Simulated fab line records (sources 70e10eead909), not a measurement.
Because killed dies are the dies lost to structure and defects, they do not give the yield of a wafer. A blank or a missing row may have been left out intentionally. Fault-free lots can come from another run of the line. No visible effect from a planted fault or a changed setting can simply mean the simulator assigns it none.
fab line records    flow nand-harc
record lots=15  wafers=45  last-day=23
route steps=1159 shown P_CONTACT@249 P_M0@274
lots with no fault: from the same line, run without faults
start-h: hours from the record's opening day to when the first of the lot's shown wafers began    wait-h: how many hours have passed since the lot's step before this one    " unchanged from the row above    L1.1+2: several wafers, shown together as one row    - no value, or no start given    * or withheld: withheld    < > ~ a bound
route shown NAME@n: a module of which the file shows steps, and the number in the route of the first    usual: mean/standard deviation taken from wafers without a fault    same: alike in all rows    chamber/n: place in a boat    sites: the reading at each site    _std_site: their standard deviation    _edge_site: inner sites' mean taken away from outer sites' mean    radius-mm: how far each site lies from the wafer's centre    mask NAME#n: copy n    behind: the most recent tool/chamber to have shaped the wafer    hold: the reason the lot was held/the length of the hold in hours/how it ended    device: which transistor (n, p or np) failed to switch    end of line: the route-end tests of the same wafers    a step given without rows: its recipe and nothing more    killed: dies lost to structure and defects at the first sort, not the wafer's yield    map: shows each die of a wafer: x if killed, . if not, _ if none is there
set.NAME: the run value of the setting; set.NAME@STEP: its run value at that earlier step    model.NAME: the simulator's own value behind a step, which no gauge read
a sample of lots followed through the steps of the route, with each step as a table and each wafer as a row
services: from which hour (start-h, from the record's first day; less than 0 if before it) a tool's chamber was out of use, for how many hours, and why
## steps
# step NHARC_P_CONTACT_CMP_24
# recipe t-overpolish-s=30  target-thk-nm=200
# usual motor-current-A=11.9/0.84  overpolish-run-s=29.999/0.0091  time-to-endpoint-s=38.9/3
# same t-overpolish-s=30
lot.wafer  tool    chamber  start-h  wait-h  motor-current-A  overpolish-run-s  time-to-endpoint-s
L827.2     cmp-03  0        115.64   0.5     12.1             30.031            33.6
L827.3     "       2        "        "       10.3             29.992            41.2
L827.6     "       1        "        "       13.8             29.992            33.7
L826.4     cmp-04  2        116.18   0.3     11.9             29.998            44.3
L826.3     "       3        "        "       11.2             29.998            37.8
L826.5     "       2        "        "       12.1             29.995            41.3
L829.4     cmp-04  3        123.84   0.4     11.4             30.005            36.1
L829.2     "       1        "        "       11.6             30.009            38.3
L829.5     "       3        "        "       10.9             30.009            33.8
L830.1     cmp-01  1        143.82   0.6     11.3             29.998            36.7
L830.2     "       3        "        "       11.7             29.988            35.6
L830.6     "       1        "        "       11.3             30.014            38.9
L831.2     cmp-03  3        144.78   0.5     12.5             29.996            41.4
L831.1     "       0        "        "       12.9             29.997            32.5
L831.5     "       3        "        "       12.8             30.004            36.9
L833.4     cmp-01  3        158.84   0.5     11.4             30.019            32.1
L833.1     "       0        "        "       11.2             30.012            36.5
L833.2     "       1        "        "       11.1             30.000            36.5
L835.2     cmp-01  0        167.67   0.5     12.3             29.990            38.9
L835.3     "       1        "        "       11.5             30.002            38.1
L835.6     "       3        "        "       11.8             29.998            33.6
L836.1     cmp-01  3        175.82   0.6     11.8             29.989            37.9
L836.2     "       2        "        "       12.9             30.013            43.2
L836.5     "       3        "        "       11.5             29.998            40.7
L837.2     cmp-03  1        176.36   0.5     13.4             30.005            35.1
L837.4     "       0        "        "       12.5             29.997            35.7
L837.5     "       2        "        "       10.4             30.011            39.7
L839.2     cmp-01  0        189.67   0.6     11.4             29.998            41.2
L839.4     "       1        "        "       11.5             29.996            41.6
L839.1     "       2        "        "       13.0             30.005            41.2
L840.3     cmp-04  1        190.21   0.3     11.4             29.984            42.0
L840.4     "       2        "        "       11.8             29.999            40.3
L840.5     "       1        "        "       11.6             30.017            41.0
L844.3     cmp-04  0        227.17   0.4     12.0             30.003            40.9
L844.2     "       2        "        "       12.1             30.000            41.9
L844.6     "       0        "        "       11.9             30.009            39.8
L845.4     cmp-04  0        234.33   0.4     11.8             30.011            42.5
L845.1     "       2        "        "       12.1             30.001            43.5
L845.2     "       3        "        "       11.2             29.998            41.8
L846.1     cmp-04  2        235.49   0.6     12.1             29.993            36.0
L846.3     "       0        "        "       11.6             29.989            41.0
L846.6     "       3        "        "       10.8             29.996            38.7
L848.2     cmp-04  3        248.12   0.6     10.6             30.002            38.0
L848.4     "       0        "        "       11.4             29.987            40.2
L848.5     "       2        "        "       12.1             30.005            39.2
# step NHARC_P_CONTACT_INSPECT_27
# usual raw-defect-count=296/120
lot.wafer  tool               chamber  start-h  wait-h  raw-defect-count
L827.2     defect-inspect-02  -        116.04   0.1     277
L827.3     "                  -        "        "       226
L827.6     "                  -        "        "       150
L826.3     defect-inspect-01  -        116.56   0.1     324
L826.4     "                  -        "        "       184
L826.5     "                  -        "        "       238
L829.2     defect-inspect-02  -        124.25   0.1     191
L829.4     "                  -        "        "       296
L829.5     "                  -        "        "       269
L830.1     defect-inspect-02  -        144.22   0.1     358
L830.2     "                  -        "        "       418
L830.6     "                  -        "        "       272
L831.1     defect-inspect-01  -        145.19   0.1     489
L831.2     "                  -        "        "       401
L831.5     "                  -        "        "       301
L833.1     defect-inspect-02  -        159.24   0.1     458
L833.2     "                  -        "        "       312
L833.4     "                  -        "        "       359
L835.2     defect-inspect-02  -        168.03   0.1     221
L835.3     "                  -        "        "       220
L835.6     "                  -        "        "       243
L836.1     defect-inspect-02  -        176.23   0.1     243
L836.2     "                  -        "        "       181
L836.5     "                  -        "        "       162
L837.2     defect-inspect-01  -        176.77   0.1     471
L837.4     "                  -        "        "       241
L837.5     "                  -        "        "       313
L839.1     defect-inspect-01  -        190.07   0.1     311
L839.2     "                  -        "        "       333
L839.4     "                  -        "        "       230
L840.3     defect-inspect-02  -        190.61   0.1     813
L840.4     "                  -        "        "       506
L840.5     "                  -        "        "       558
L844.2     defect-inspect-02  -        227.55   0.1     638
L844.3     "                  -        "        "       474
L844.6     "                  -        "        "       473
L845.1     defect-inspect-01  -        234.75   0.1     164
L845.2     "                  -        "        "       293
L845.4     "                  -        "        "       251
L846.1     defect-inspect-02  -        235.90   0.1     460
L846.3     "                  -        "        "       377
L846.6     "                  -        "        "       345
L848.2     defect-inspect-02  -        248.47   0.1     179
L848.4     "                  -        "        "       322
L848.5     "                  -        "        "       204
# step NHARC_P_M0_PVD_20
# recipe target-thk-a=50  bias-v=168.6  power-w=15000  chamber-pressure-pa=0.12  time-s=8.06  substrate-temp-c=50  material=TaN
# usual bias-v=168.6/1.7  cathode-dc-power-W=15000/2.7  throttle-valve-pct=30.2/1  time-s=8.06/0
lot.wafer  tool            chamber  start-h  wait-h  bias-v  cathode-dc-power-W  throttle-valve-pct  time-s
L827.2     pvd-sputter-02  -        118.30   -       171.4   15005               30.1                8.06
L827.3     "               -        "        "       170.5   14998               29.7                8.06
L827.6     "               -        "        "       169.5   14996               30.1                8.06
L826.4     pvd-sputter-01  -        118.70   -       165.7   15003               29.8                8.06
L826.3     "               -        "        "       166.2   15002               29.7                8.06
L826.5     "               -        "        "       167.7   15001               32.0                8.06
L829.2     pvd-sputter-03  -        126.40   -       167.9   15002               31.2                8.06
L829.4     "               -        "        "       166.9   14994               28.6                8.06
L829.5     "               -        "        "       167.2   15003               28.6                8.06
L830.1     pvd-sputter-02  -        146.35   -       167.6   15000               30.1                8.06
L830.2     "               -        "        "       168.3   14998               30.0                8.06
L830.6     "               -        "        "       167.7   15004               30.0                8.06
L831.1     pvd-sputter-03  -        147.32   -       172.8   15002               28.5                8.06
L831.2     "               -        "        "       168.9   15002               28.6                8.06
L831.5     "               -        "        "       168.7   14997               28.6                8.06
L833.1     pvd-sputter-03  -        161.33   -       171.1   15000               28.7                8.06
L833.2     "               -        "        "       167.3   15001               28.5                8.06
L833.4     "               -        "        "       166.4   15002               30.8                8.06
L835.2     pvd-sputter-03  -        170.15   -       168.8   14999               28.2                8.06
L835.3     "               -        "        "       168.9   15007               29.1                8.06
L835.6     "               -        "        "       169.6   15001               31.1                8.06
L836.1     pvd-sputter-02  -        178.36   -       170.4   14998               30.9                8.06
L836.2     "               -        "        "       168.9   14999               29.9                8.06
L836.5     "               -        "        "       168.7   14996               31.1                8.06
L837.2     pvd-sputter-01  -        178.82   -       168.0   15001               31.3                8.06
L837.4     "               -        "        "       167.0   15000               31.6                8.06
L837.5     "               -        "        "       167.9   15003               31.4                8.06
L839.4     pvd-sputter-02  -        192.18   -       172.4   14999               30.5                8.06
L839.2     "               -        "        "       166.9   15000               29.8                8.06
L839.1     "               -        "        "       167.7   15000               30.9                8.06
L840.4     pvd-sputter-03  -        192.72   -       169.8   14996               28.4                8.06
L840.3     "               -        "        "       169.5   14998               31.1                8.06
L840.5     "               -        "        "       167.0   15003               28.4                8.06
L844.3     pvd-sputter-03  -        229.68   -       -       -                   -                   -
L844.2     "               -        "        "       -       -                   -                   -
L844.6     "               -        "        "       -       -                   -                   -
L845.1     pvd-sputter-03  -        236.85   -       -       -                   -                   -
L845.2     "               -        "        "       -       -                   -                   -
L845.4     "               -        "        "       -       -                   -                   -
L846.1     pvd-sputter-02  -        238.17   -       -       -                   -                   -
L846.3     "               -        "        "       -       -                   -                   -
L846.6     "               -        "        "       -       -                   -                   -
L848.4     pvd-sputter-02  -        250.62   -       168.7   15002               29.6                8.06
L848.2     "               -        "        "       165.7   15005               30.7                8.06
L848.5     "               -        "        "       164.6   15000               29.6                8.06
# step NHARC_P_M0_PRE_CLEAN_31
# recipe time-s=12  temp-c=370  rf-power-w=300  gas=NH3
# usual heater-power-w=635/85
# same time-s=12
lot.wafer  tool      chamber  start-h  wait-h  heater-power-w
L827.2     pecvd-04  0        120.06   0.3     544
L827.3     "         1        "        "       654
L827.6     "         2        "        "       611
L826.3     pecvd-04  2        120.39   0.2     568
L826.4     "         2        "        "       594
L826.5     "         0        "        "       646
L829.2     pecvd-04  2        127.95   0.1     574
L829.5     "         1        "        "       621
L829.4     "         2        "        "       572
L830.2     pecvd-02  2        147.85   0.1     734
L830.1     "         0        "        "       801
L830.6     "         2        "        "       731
L831.2     pecvd-02  2        148.83   0.1     608
L831.1     "         0        "        "       686
L831.5     "         0        "        "       705
L833.1     pecvd-04  0        162.89   0.1     542
L833.2     "         1        "        "       649
L833.4     "         1        "        "       638
L835.2     pecvd-02  0        171.90   0.3     808
L835.3     "         1        "        "       684
L835.6     "         1        "        "       679
L836.2     pecvd-03  1        179.86   0.1     645
L836.1     "         2        "        "       478
L836.5     "         0        "        "       656
L837.2     pecvd-04  1        180.61   0.2     641
L837.5     "         0        "        "       591
L837.4     "         1        "        "       609
L839.2     pecvd-03  2        194.56   0.1     519
L839.1     "         0        "        "       614
L839.4     "         1        "        "       635
L840.3     pecvd-02  0        194.89   0.1     819
L840.5     "         1        "        "       651
L840.4     "         2        "        "       652
L844.2     pecvd-04  1        231.20   0.1     615
L844.3     "         2        "        "       524
L844.6     "         0        "        "       573
L845.1     pecvd-02  0        238.42   0.1     789
L845.2     "         1        "        "       597
L845.4     "         0        "        "       787
L846.1     pecvd-04  0        240.15   0.4     590
L846.3     "         2        "        "       632
L846.6     "         1        "        "       616
L848.2     pecvd-04  0        252.21   0.1     590
L848.4     "         2        "        "       574
L848.5     "         0        "        "       593
## services
tool            chamber  start-h  hours  kind
pvd-sputter-03  -        102.00   10.0   pm
cmp-04          -        105.00   4.0    pm
pecvd-03        -        111.09   13.0   pm
cmp-01          -        138.73   0.3    repair
pvd-sputter-03  -        144.05   0.7    repair
pecvd-02        -        153.23   13.0   pm
cmp-03          -        156.09   4.0    pm
pvd-sputter-01  -        158.00   10.0   pm
pecvd-03        -        175.72   0.6    repair
cmp-01          -        179.61   4.0    pm
cmp-03          -        192.99   1.1    repair
pecvd-04        -        195.33   13.0   pm
pecvd-04        0        195.33   13.0   vent-cycle
pecvd-04        1        195.33   13.0   vent-cycle
pecvd-04        2        195.33   13.0   vent-cycle
cmp-04          -        203.00   4.0    pm
pecvd-04        0        208.33   -      clean
pecvd-03        -        208.95   9.3    repair
cmp-03          -        212.43   3.1    repair
pvd-sputter-02  -        214.12   10.0   pm
cmp-03          -        230.66   1.6    repair
cmp-04          -        248.48   5.1    repair
pecvd-04        1        250.71   32.5   repair
cmp-01          -        251.96   0.5    repair
## key
first-sign step=NHARC_P_M0_PVD_20  reading=tool-record  direction=missing
effect none on later readings
met-at NHARC_P_M0_PVD_20
struck-lots L844,L845,L846
later-rows-left-out L844.2,L844.3,L844.6,L845.1,L845.2,L845.4,L846.1,L846.3,L846.6
sort-left-out L844.2,L844.3,L844.6,L845.1,L845.2,L845.4,L846.1,L846.3,L846.6
not-acting-at NHARC_P_CONTACT_CMP_24,NHARC_P_CONTACT_INSPECT_27,NHARC_P_M0_PRE_CLEAN_31
onset-between 192.72 229.68
fault kind=skipped-step-whole  tool=pvd-sputter-02,pvd-sputter-03  chamber=-  onset-h=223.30  steps=NHARC_P_M0_PVD_20  scope=struck-lots-only
# sort-left-out: the simulated sort isn't trusted on such a fault, so these wafers' sort isn't shown, and their yield isn't known
# later-rows-left-out: the simulator's readings of these wafers behind a module that went badly wrong aren't trusted and aren't shown, but for the sort
